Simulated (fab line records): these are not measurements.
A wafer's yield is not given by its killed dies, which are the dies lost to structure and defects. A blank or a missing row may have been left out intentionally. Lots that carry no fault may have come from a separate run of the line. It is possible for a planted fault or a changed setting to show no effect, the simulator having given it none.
Comparing a struck lot with a sound one :: flow nandHarc :: 14 out of 1302 route steps
Sound: the wafers L835.3, L835.4, L835.5. Wafers struck: L827.2, L827.5, L827.6. The cause comes at the end.
Order at every step that has rows: each side's tool, ch and its chambers, its first start. Under that, the readings that differ: sound wafers :: struck wafers :: difference of the means :: sigmas: that difference in standard deviations of wafers without a fault.
alike: readings whose means differ by less than 2 such deviations, and words and numbers that are the same on both sides. not compared: withheld readings, readings that some wafer has no value for, bounds like >300 that may hide the same value, and numbers for which the record gives no deviation and whose values overlap.
The two part at a step that has a row with sigmas, a row that says differs or no value, or rows on one side only. Non-overlapping numbers with no deviation appear without sigmas and do not part them. A reading missing from all wafers of one side parts the sides only when that side holds two or more wafers.

first, 2 steps without rows for these wafers: NHARC_A_CONTACT_PEB_40 (peb time 65 s); NHARC_A_CONTACT_DEVELOP_41 (develop time 35 s).
NHARC_A_CONTACT_CD_MEAS_42: the cd target is 300 nm.
  sound on cdSem-01 ch 0, day 29 12:10; struck on cdSem-03 ch 0, day 26 14:34
  alike: cdNm
NHARC_A_CONTACT_OVL_MEAS_43:
  sound on overlay-01, day 29 12:15; struck on overlay-02, day 26 14:39
  alike: overlayXNm, overlayYNm
NHARC_A_CONTACT_INSPECT_44:
  sound on defectInspect-02, day 29 12:17; struck on defectInspect-02, day 26 14:41
  alike: rawDefectCount
NHARC_A_CONTACT_DESCUM_47: chemistry O2, time 3 s.
  sound on rieDiel-02 ch 1,2,3, day 29 12:21; struck on rieDiel-13 ch 1,2, day 26 14:45
  alike: drypumpMotorCurrentA, oesProductAu, rfVppV, showerheadPlenumPTorr, throttleValvePct
  not compared: rfHoursCounterH
NHARC_A_CONTACT_ETCH_48: etches the open film in CF4, target depth 39 nm, time 65 s.
  sound on rieDiel-02 ch 0,1, day 29 12:26; struck on rieDiel-13 ch 2,3, day 26 14:51
reading: cf4FlowSccm (sccm)
sound: 150.2 150.1 150.7
struck: 148.7 148.6 150.5
difference: -1.1
sigmas: -2
  alike: biasW, drypumpMotorCurrentA, oesProductAu, rfFwdPowerW, rfVppV, showerheadPlenumPTorr, throttleValvePct
  not compared: rfHoursCounterH
NHARC_A_CONTACT_ETCH_49: etches the open film in N2/H2, target depth 260 nm, time 475.3 s.
  sound on rieDiel-02 ch 0,1; struck on rieDiel-13 ch 2,3
reading: biasW (W)
sound: 149.2 149.4 149.4
struck: 150.5 149.8 150.5
difference: +0.9
sigmas: +2

reading: oesProductAu (a.u.)
sound: 0.986 0.983 0.983
struck: 1.032 1.009 1.025
difference: +0.038
sigmas: +3
  alike: chamberPressureMTorr, drypumpMotorCurrentA, rfFwdPowerW, rfVppV, showerheadPlenumPTorr, throttleValvePct
  not compared: rfHoursCounterH
then, 2 steps without rows for these wafers: NHARC_A_CONTACT_ETCH_50 (etches the open film in CF4/CHF3, target depth 121 nm, time 60.5 s); NHARC_A_CONTACT_ETCH_51 (etches the open film in O2/COS, target depth 7000 nm, time 1820 s).
NHARC_A_CONTACT_ETCH_111: etches the open film in C4F8/O2/Ar, time 140 s, target depth 700 nm.
  sound on harCapEtch-01 ch 0,1, day 29 14:15; struck on harCapEtch-02 ch 0,1, day 26 16:58
  alike: chamberPressureMTorr, oesAirLineAu
  not compared: rfHoursCounterH
NHARC_A_CONTACT_ETCH_112: etches the open film in C4F8/O2/Ar, time 190 s, target depth 1850 nm.
  sound on harCapEtch-01 ch 0,1, day 29 14:26; struck on harCapEtch-02 ch 0,1, day 26 17:09
  alike: chamberPressureMTorr, oesAirLineAu
  not compared: rfHoursCounterH
NHARC_A_CONTACT_ETCH_113: etches the open film in C4F8/O2/Ar, time 190 s, target depth 1850 nm.
  sound on harCapEtch-01 ch 0,1, day 29 14:37; struck on harCapEtch-02 ch 0,1, day 26 17:19
  no value came back on the struck wafers for chamberPressureMTorr (mTorr), oesAirLineAu (a.u.); on the sound wafers chamberPressureMTorr (mTorr) reads 20.011 20.004 20.016
  not compared: rfHoursCounterH
then, 1 step without rows for these wafers: NHARC_A_CONTACT_ETCH_114 (etches the open film in C4F8/O2/Ar, time 190 s, target depth 1850 nm).

WHERE THEY PART
At NHARC_A_CONTACT_ETCH_48 first; at NHARC_A_CONTACT_ETCH_113 last (within this record only).

WHY: what the simulator had put in
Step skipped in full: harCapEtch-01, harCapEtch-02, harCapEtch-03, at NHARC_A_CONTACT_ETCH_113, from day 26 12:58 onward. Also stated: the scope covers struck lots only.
